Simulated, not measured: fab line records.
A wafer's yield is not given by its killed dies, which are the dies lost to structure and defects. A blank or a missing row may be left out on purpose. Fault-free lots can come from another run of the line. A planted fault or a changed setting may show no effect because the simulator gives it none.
Which of the tools did it? | flow n5Finfet | 12 lots with 36 wafers sampled at 4 steps, on a route of 1938 steps

## WHAT THE GAUGES SHOWED, per wafer
N5_BEOL_M1_CD_MEAS_11 targets a cd of 17.05 nm.
lot  | measured     | on       | cdNm (nm)
L075 | day 6 14:50  | cdSem-01 | 16.97 16.84 17.14
L078 | day 7 02:38  | cdSem-02 | 17.15 17.36 17.22
L080 | day 7 12:04  | cdSem-02 | 17.18 17.12 16.85
L082 | day 8 02:49  | cdSem-03 | 16.56 16.79 16.98
L084 | day 8 14:43  | cdSem-03 | 17.16 17.35 17.07
L086 | day 8 23:48  | cdSem-03 | 17.07 17.10 17.30
L088 | day 9 09:59  | cdSem-03 | 16.70 17.34 17.27
L090 | day 10 00:28 | cdSem-03 | 16.65 16.80 17.00
L092 | day 10 11:38 | cdSem-03 | 17.16 17.06 16.93
L076 | day 11 04:29 | cdSem-02 | 16.88 17.31 16.72
L095 | day 11 16:56 | cdSem-02 | 17.12 17.19 17.64
L096 | day 12 06:35 | cdSem-01 | 17.17 17.21 17.08

## WHAT TOOL EACH LOT RAN ON (gives the tool, then ch and the chambers of the sampled wafers, and finally the start)
lot  | N5_BEOL_M0_CUTY_ETCH_62           | N5_BEOL_M0_SPUTTER_134      | N5_BEOL_M1_PECVD_72
L075 | rieDiel-03 ch 1,2,3, day 6 00:38  | pvdSputter-03, day 6 10:26  | pecvd-01 ch 0,2, day 6 11:53
L078 | rieDiel-06 ch 0,1,3, day 6 21:30  | pvdSputter-02, day 7 00:13  | pecvd-01 ch 0,1, day 7 01:34
L080 | rieDiel-06 ch 1,3, day 7 05:25    | pvdSputter-02, day 7 08:56  | pecvd-01 ch 0,1,2, day 7 10:17
L082 | rieDiel-06 ch 0,2, day 7 18:59    | pvdSputter-03, day 8 00:20  | pecvd-02 ch 0,1,2, day 8 01:40
L084 | rieDiel-06 ch 0,2,3, day 8 07:53  | pvdSputter-02, day 8 12:36  | pecvd-01 ch 0,1, day 8 13:56
L086 | rieDiel-03 ch 0,2,3, day 8 16:54  | pvdSputter-03, day 8 21:56  | pecvd-01 ch 0,1,2, day 8 23:20
L088 | rieDiel-03 ch 1,3, day 9 02:27    | pvdSputter-01, day 9 06:12  | pecvd-03 ch 0,1, day 9 07:43
L090 | rieDiel-01 ch 0,3, day 9 17:45    | pvdSputter-01, day 9 21:58  | pecvd-03 ch 0,1, day 9 23:17
L092 | rieDiel-03 ch 0,3, day 10 05:05   | pvdSputter-01, day 10 08:33 | pecvd-01 ch 1,2, day 10 10:05
L076 | rieDiel-01 ch 1,3, day 10 17:38   | pvdSputter-02, day 11 01:01 | pecvd-02 ch 1,2, day 11 02:31
L095 | rieDiel-06 ch 0,1,3, day 11 07:10 | pvdSputter-02, day 11 11:28 | pecvd-01 ch 0,1,2, day 11 12:49
L096 | rieDiel-01 ch 0,1,3, day 11 15:10 | pvdSputter-01, day 12 01:05 | pecvd-02 ch 1,2, day 12 02:26
- N5_BEOL_M0_CUTY_ETCH_62: etches SiARC in CF4, time 58.5 s.
- N5_BEOL_M0_SPUTTER_134: material Cu, target thk 4 nm, time 7.37 s.
- N5_BEOL_M1_PECVD_72: deposits SiO2 from TEOS/O2, target thk 16 nm, time 18 s.

## THE ANSWER, worked out from the rows above alone
Rule: the lots themselves supply what counts as usual. The widest of any qualifying gaps counts: lots, ordered by their means at a reading, are off when they make up no more than a third of the lots, leave a main group of 4 or more, and stand apart from it by 3 or more times the standard deviation of that group's means. The tables above print the reading to a certain number of digits; a main group whose means all agree to those digits is not used. Also off: a lot with no number at a reading for which 4 or more lots have one. Any other lot the step has rows for is counted as sound.
No lot is off on any of the readings shown, so nothing can be concluded from this.

## WHAT THE SIMULATOR HAD PUT IN
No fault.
